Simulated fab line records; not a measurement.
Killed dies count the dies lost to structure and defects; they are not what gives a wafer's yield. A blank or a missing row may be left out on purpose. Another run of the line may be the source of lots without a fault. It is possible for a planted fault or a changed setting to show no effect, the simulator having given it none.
Split-lot experiment || flow n5_finfet || 7 lots, 21 wafers read, on a route of 1938 steps

THE SPLIT ITSELF
At N5_BEOL_M7_HM_DEP_02 (deposits TiN, target thk 20 nm), the setting target_thk_a was moved away from the recipe's 200 angstrom on 8 of the 21 wafers read, by -8.0% to +5.2%. All remaining wafers had this setting at the recipe value.

FROM THE SPLIT TO THE READING: what the file shows between them, 4 steps
- N5_BEOL_M7_COAT_59: time 60 s, resist thk 100 nm
- N5_BEOL_M7_COAT_60: time 60 s, resist thk 35 nm
- N5_BEOL_M7_STRIP_68: strips in N2/H2
- N5_BEOL_M7_STRIP_67: strips in CF4

THE READING
etch.depth_nm (the simulator's own value, which no gauge read), in nm, at N5_BEOL_M7_HM_OPEN_17 (chemistry Cl2/BCl3, target TiN, target depth 20 nm, overetch 6 nm). There is no usual value for it anywhere in the file. Average 20.15 nm, standard deviation 0.26 nm, over the 13 wafers here run with the recipe.

{"wafer": "L078.3", "tool, chamber at the split": "pvd_sputter-01, -", "target_thk_a as run, angstrom": 200, "against the recipe": "recipe", "etch.depth_nm, nm": 20.45, "against lot-mates on the recipe": "-"}
{"wafer": "L078.5", "tool, chamber at the split": "pvd_sputter-01, -", "target_thk_a as run, angstrom": 200, "against the recipe": "recipe", "etch.depth_nm, nm": 20.32, "against lot-mates on the recipe": "-"}
{"wafer": "L078.6", "tool, chamber at the split": "pvd_sputter-01, -", "target_thk_a as run, angstrom": 200, "against the recipe": "recipe", "etch.depth_nm, nm": 20.31, "against lot-mates on the recipe": "-"}
{"wafer": "L081.1", "tool, chamber at the split": "pvd_sputter-02, -", "target_thk_a as run, angstrom": 200, "against the recipe": "recipe", "etch.depth_nm, nm": 20.58, "against lot-mates on the recipe": "-"}
{"wafer": "L081.2", "tool, chamber at the split": "pvd_sputter-02, -", "target_thk_a as run, angstrom": 200, "against the recipe": "recipe", "etch.depth_nm, nm": 20.41, "against lot-mates on the recipe": "-"}
{"wafer": "L081.4", "tool, chamber at the split": "pvd_sputter-02, -", "target_thk_a as run, angstrom": 210.5, "against the recipe": "+5.2%", "etch.depth_nm, nm": 21.5, "against lot-mates on the recipe": "+1.01"}
{"wafer": "L083.2", "tool, chamber at the split": "pvd_sputter-01, -", "target_thk_a as run, angstrom": 200, "against the recipe": "recipe", "etch.depth_nm, nm": 19.93, "against lot-mates on the recipe": "-"}
{"wafer": "L083.5", "tool, chamber at the split": "pvd_sputter-01, -", "target_thk_a as run, angstrom": 200, "against the recipe": "recipe", "etch.depth_nm, nm": 19.98, "against lot-mates on the recipe": "-"}
{"wafer": "L083.6", "tool, chamber at the split": "pvd_sputter-01, -", "target_thk_a as run, angstrom": 200, "against the recipe": "recipe", "etch.depth_nm, nm": 19.83, "against lot-mates on the recipe": "-"}
{"wafer": "L084.1", "tool, chamber at the split": "pvd_sputter-02, -", "target_thk_a as run, angstrom": 184.1, "against the recipe": "-8.0%", "etch.depth_nm, nm": 18.37, "against lot-mates on the recipe": "no lot-mate on the recipe"}
{"wafer": "L084.3", "tool, chamber at the split": "pvd_sputter-02, -", "target_thk_a as run, angstrom": 184.1, "against the recipe": "-8.0%", "etch.depth_nm, nm": 18.44, "against lot-mates on the recipe": "no lot-mate on the recipe"}
{"wafer": "L084.5", "tool, chamber at the split": "pvd_sputter-02, -", "target_thk_a as run, angstrom": 184.1, "against the recipe": "-8.0%", "etch.depth_nm, nm": 18.47, "against lot-mates on the recipe": "no lot-mate on the recipe"}
{"wafer": "L082.1", "tool, chamber at the split": "pvd_sputter-02, -", "target_thk_a as run, angstrom": 200, "against the recipe": "recipe", "etch.depth_nm, nm": 19.74, "against lot-mates on the recipe": "-"}
{"wafer": "L082.3", "tool, chamber at the split": "pvd_sputter-02, -", "target_thk_a as run, angstrom": 200, "against the recipe": "recipe", "etch.depth_nm, nm": 19.94, "against lot-mates on the recipe": "-"}
{"wafer": "L082.6", "tool, chamber at the split": "pvd_sputter-02, -", "target_thk_a as run, angstrom": 188.5, "against the recipe": "-5.8%", "etch.depth_nm, nm": 18.68, "against lot-mates on the recipe": -1.16}
{"wafer": "L096.2", "tool, chamber at the split": "pvd_sputter-03, -", "target_thk_a as run, angstrom": 200, "against the recipe": "recipe", "etch.depth_nm, nm": 20.03, "against lot-mates on the recipe": "-"}
{"wafer": "L096.3", "tool, chamber at the split": "pvd_sputter-03, -", "target_thk_a as run, angstrom": 200, "against the recipe": "recipe", "etch.depth_nm, nm": 20.04, "against lot-mates on the recipe": "-"}
{"wafer": "L096.6", "tool, chamber at the split": "pvd_sputter-03, -", "target_thk_a as run, angstrom": 207.2, "against the recipe": "+3.6%", "etch.depth_nm, nm": 20.92, "against lot-mates on the recipe": "+0.89"}
{"wafer": "L097.2", "tool, chamber at the split": "pvd_sputter-02, -", "target_thk_a as run, angstrom": 200, "against the recipe": "recipe", "etch.depth_nm, nm": 20.35, "against lot-mates on the recipe": "-"}
{"wafer": "L097.3", "tool, chamber at the split": "pvd_sputter-02, -", "target_thk_a as run, angstrom": 184.4, "against the recipe": "-7.8%", "etch.depth_nm, nm": 18.6, "against lot-mates on the recipe": -1.75}
{"wafer": "L097.4", "tool, chamber at the split": "pvd_sputter-02, -", "target_thk_a as run, angstrom": 184.4, "against the recipe": "-7.8%", "etch.depth_nm, nm": 18.57, "against lot-mates on the recipe": -1.78}

FIT RESULTS
A straight line over all 21 wafers: etch.depth_nm changes by +0.219 nm for each +1% of target_thk_a; r = +0.97; the points scatter about the line by 0.23 nm.
The same after taking each lot's own level away (the mean of its wafers on the recipe; 18 wafers): +0.218 nm for each +1%; r = +0.99; scatter 0.081 nm.
Per that fit: largest target_thk_a move, reading shift of 1.7 nm.
Across the lots, their own levels run from 19.840 to 20.495 nm, a range of 2.6 times the standard deviation given above.
Consequently the slope shifts little with the lot-to-lot level, the two slopes agreeing.
Check: with one of the wafers moved furthest among these (-7.8%) left out of the fit, the line predicts -1.69 nm for it against its lot-mates. It came out at -1.75 nm against them.

THE OTHER SPLITS THESE WAFERS WENT THROUGH
These wafers also went through other splits before the reading. Each is held against what the fit with the lots' levels taken away leaves over:
{"other split on the same wafers": "N5_BEOL_M5_DESCUM_16 time_s", "wafers away from the commonest value": 7, "r with etch.depth_nm (lot level and that fit taken away)": "+0.00"}
{"other split on the same wafers": "N5_BEOL_M5_TRENCH_ETCH_37 source_w", "wafers away from the commonest value": 7, "r with etch.depth_nm (lot level and that fit taken away)": -0.11}
{"other split on the same wafers": "N5_BEOL_M5_ETCH_41 source_w", "wafers away from the commonest value": 7, "r with etch.depth_nm (lot level and that fit taken away)": -0.10}
{"other split on the same wafers": "N5_BEOL_M7_PECVD_70 temp_c", "wafers away from the commonest value": 3, "r with etch.depth_nm (lot level and that fit taken away)": "+0.03"}

THE WHOLE CHAIN: every reading that the file lists as answering this split, in the file's order
{"step": "N5_BEOL_M7_HM_DEP_02", "what it does": "deposits TiN, target thk 20 nm", "reading": "TiN_of_BEOL_M7_HM_DEP_02.thk_nm (the simulator's own value, which no gauge read)", "change (the file's fit)": "+0.23 nm for each +1% of the setting", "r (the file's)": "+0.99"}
{"step": "N5_BEOL_M7_HM_OPEN_17", "what it does": "chemistry Cl2/BCl3, target TiN, target depth 20 nm, overetch 6 nm", "reading": "etch.depth_nm (the simulator's own value, which no gauge read)", "change (the file's fit)": "+0.215 nm for each +1% of the setting", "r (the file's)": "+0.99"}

THE FILE'S OWN FIT
etch.depth_nm changes by +0.215 nm for each +1% of target_thk_a, r = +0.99.
